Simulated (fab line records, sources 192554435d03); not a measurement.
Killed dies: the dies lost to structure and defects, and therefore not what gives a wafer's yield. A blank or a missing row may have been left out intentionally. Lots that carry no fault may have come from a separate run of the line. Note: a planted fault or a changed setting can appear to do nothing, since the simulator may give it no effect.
Lot-split experiment -- flow n5Finfet -- 21 wafers read from 7 lots, route of 1938 steps

## THE SPLIT
At N5_SD_EPI_P_EPI_21 (deposits SiGe:B, time 355 s), the setting epiGrowthTimeS was moved away from the recipe's 355 s on 5 of the 21 wafers read, by -8.3% to +8.3%. All remaining wafers had this setting at the recipe value.

## FROM THE SPLIT TO THE READING: what the file shows between them, 5 steps
- N5_SD_EPI_P_HM_STRIP_48: strips SiNx in H3PO4, material SiNx, target depth 3 nm
- N5_SD_EPI_P_SRD_49: time 30 s
- N5_SD_EPI_P_PRECLEAN_24: cleans in O3/DIW, time 45 s
- N5_SD_ACTIVATION_RTA_00: time 0 s
- N5_SD_ACTIVATION_LSA_01: time 0.0008 s

## THE READING
At N5_SD_ACTIVATION_RS_MEAS_03, a four-point-probe measurement gives RS_SD_P in ohm/sq. On this fab line, fault-free wafers typically give 56.2 ohm/sq with a standard deviation of 0.9 ohm/sq.

wafer,"tool, chamber at the split","epiGrowthTimeS as run, s",against the recipe,"RS_SD_P, ohm/sq",against lot-mates on the recipe
L081.1,"epiRpcvd-01, 0",355,recipe,56.4,-
L081.3,"epiRpcvd-01, 0",355,recipe,56.4,-
L081.6,"epiRpcvd-01, 0",343,-3.4%,57.4,+1.0
L086.2,"epiRpcvd-01, 0",355,recipe,56.0,-
L086.5,"epiRpcvd-01, 0",355,recipe,54.9,-
L086.6,"epiRpcvd-01, 0",355,recipe,55.9,-
L087.3,"epiRpcvd-02, 0",355,recipe,56.1,-
L087.4,"epiRpcvd-02, 0",355,recipe,55.4,-
L087.5,"epiRpcvd-02, 0",355,recipe,56.5,-
L093.1,"epiRpcvd-03, 0",355,recipe,55.4,-
L093.3,"epiRpcvd-03, 0",384.1,+8.2%,52.7,-2.7
L093.4,"epiRpcvd-03, 0",384.1,+8.2%,52.6,-2.8
L094.2,"epiRpcvd-02, 0",355,recipe,55.8,-
L094.3,"epiRpcvd-02, 0",384.3,+8.3%,52.8,-2.5
L094.4,"epiRpcvd-02, 0",355,recipe,54.9,-
L095.1,"epiRpcvd-01, 0",355,recipe,55.6,-
L095.3,"epiRpcvd-01, 0",355,recipe,56.1,-
L095.4,"epiRpcvd-01, 0",355,recipe,56.5,-
L097.1,"epiRpcvd-01, 0",355,recipe,56.8,-
L097.2,"epiRpcvd-01, 0",355,recipe,55.3,-
L097.4,"epiRpcvd-01, 0",325.4,-8.3%,58.0,+2.0

FIT RESULTS
A straight line over all 21 wafers: RS_SD_P changes by -0.354 ohm/sq for each +1% of epiGrowthTimeS; r = -0.92; the points scatter about the line by 0.56 ohm/sq.
The same after taking each lot's own level away (the mean of its wafers on the recipe; 21 wafers): -0.3 ohm/sq for each +1%; r = -0.93; scatter 0.44 ohm/sq.
On that fit, the largest move of epiGrowthTimeS shifts the reading by 2.5 ohm/sq.
From 55.35 to 56.40 ohm/sq: that is the span of the lots' own levels, equal to 1.2 times the standard deviation above.
So the slope is not independent of the lot-to-lot level: the two fits are not the same.
Check: for one of the wafers moved furthest among these (-8.3%), held out of the fit, the line's prediction against its lot-mates is +2.69 ohm/sq. Against them it came out at +1.95 ohm/sq.

## THESE WAFERS: OTHER SPLITS
Other splits were also applied to these wafers ahead of the reading. Each is held against what the fit with the lots' levels taken away leaves over:
other split on the same wafers,wafers away from the commonest value,r with RS_SD_P (lot level and that fit taken away)
N5_WELL_APT_COAT_19 spinRpm,10,+0.15
N5_WELL_APT_EXPOSE_22 doseMj,10,+0.17
N5_PMOS_HMC_CHANNEL_EPI_COAT_31 spinRpm,6,+0.09
N5_PMOS_HMC_CHANNEL_EPI_EXPOSE_06 doseMj,2,+0.16
N5_DUMMY_GATE_COAT_28 spinRpm,10,-0.04
N5_DUMMY_GATE_EXPOSE_12 doseMj,7,-0.03
N5_DUMMY_GATE_ETCH_37 sourceW,8,-0.14

## THE WHOLE CHAIN: every reading that the file lists as answering this split, in the file's order
step,what it does,reading,change (the file's fit),r (the file's)
N5_SD_EPI_P_EPI_21,"deposits SiGe:B, time 355 s","SiGe-B_of_SD_EPI_P_EPI_21.thkNm (the simulator's own value, which no gauge read)",+0.358 nm for each +1% of the setting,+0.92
N5_SD_EPI_P_HM_STRIP_48,"strips SiNx in H3PO4, material SiNx, target depth 3 nm","SiGe-B_of_SD_EPI_P_EPI_21.thkNm (the simulator's own value, which no gauge read)",+0.376 nm for each +1% of the setting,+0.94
N5_SD_ACTIVATION_RS_MEAS_03,measures by four-point-probe,RS_SD_P,-0.292 for each +1% of the setting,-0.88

## THE FILE'S OWN FIT
RS_SD_P changes by -0.292 ohm/sq for each +1% of epiGrowthTimeS, r = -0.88.
